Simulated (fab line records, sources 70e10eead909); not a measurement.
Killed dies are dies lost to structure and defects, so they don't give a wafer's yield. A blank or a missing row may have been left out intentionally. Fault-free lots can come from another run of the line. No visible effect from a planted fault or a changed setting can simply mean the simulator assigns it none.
Which tool did it? :: flow nandHarc :: Sampling: 6 lots, 17 wafers, 3 of 1159 route steps

## WHAT THE GAUGES READ, wafer by wafer
NHARC_A_BLC_CD_MEAS_10: the cd target is 100 nm.
lot: L782
measured: day 17 18:26
on: cdSem-03
cdNm (nm): 100.4 100.6 100.3

lot: L786
measured: day 19 08:00
on: cdSem-03
cdNm (nm): 99.4 99.8 99.8

lot: L788
measured: day 19 14:59
on: cdSem-02
cdNm (nm): 100.4 99.8 99.8

lot: L789
measured: day 19 17:02
on: cdSem-03
cdNm (nm): 100.3 100.6 100.5

lot: L797
measured: day 21 07:38
on: cdSem-01
cdNm (nm): 98.0 99.8

lot: L801
measured: day 22 22:04
on: cdSem-01
cdNm (nm): 100.3 99.3 100.1

## EACH LOT AND THE TOOL THAT RAN IT (in order: tool; ch and the chambers of the sampled wafers; start)
lot: L782
NHARC_A_CONTACT_CMP_20: cmp-02 ch 0,1,3, day 17 17:34
NHARC_A_BLC_DEVELOP_09: lithoTrack-04 ch 0, day 17 18:00

lot: L786
NHARC_A_CONTACT_CMP_20: cmp-03 ch 2,3, day 19 07:05
NHARC_A_BLC_DEVELOP_09: lithoTrack-01 ch 0, day 19 07:00

lot: L788
NHARC_A_CONTACT_CMP_20: cmp-02 ch 0,1,2, day 19 14:11
NHARC_A_BLC_DEVELOP_09: lithoTrack-04 ch 0, day 19 14:00

lot: L789
NHARC_A_CONTACT_CMP_20: cmp-03 ch 0,2,3, day 19 16:09
NHARC_A_BLC_DEVELOP_09: lithoTrack-06 ch 0, day 19 16:00

lot: L797
NHARC_A_CONTACT_CMP_20: cmp-02 ch 0,1, day 21 06:47
NHARC_A_BLC_DEVELOP_09: lithoTrack-01 ch 0, day 21 07:00

lot: L801
NHARC_A_CONTACT_CMP_20: cmp-02 ch 0,2,3, day 22 21:16
NHARC_A_BLC_DEVELOP_09: lithoTrack-04 ch 0, day 22 21:00
- NHARC_A_CONTACT_CMP_20: polishes, t overpolish 30 s, target thk 300 nm.
- NHARC_A_BLC_DEVELOP_09: develop time 35 s.

## THE ANSWER, worked out from the rows above alone
Rule: what is usual is taken from the lots themselves. Put in order of their means at a reading, lots are off if they are a third of the lots or fewer, leave a main group of 4 or more, and stand apart from it by a gap of 3 or more times the standard deviation of the main group's means; of several such gaps the widest counts. The tables above print the reading to a certain number of digits; a main group whose means all agree to those digits is not used. Also off: a lot with no number at a reading for which 4 or more lots have one. Where the step has rows for the other lots, those lots are counted as sound.
Across all readings shown, no lot is off: no conclusion can be drawn from this.

## WHAT HAD BEEN PUT IN BY THE SIMULATOR
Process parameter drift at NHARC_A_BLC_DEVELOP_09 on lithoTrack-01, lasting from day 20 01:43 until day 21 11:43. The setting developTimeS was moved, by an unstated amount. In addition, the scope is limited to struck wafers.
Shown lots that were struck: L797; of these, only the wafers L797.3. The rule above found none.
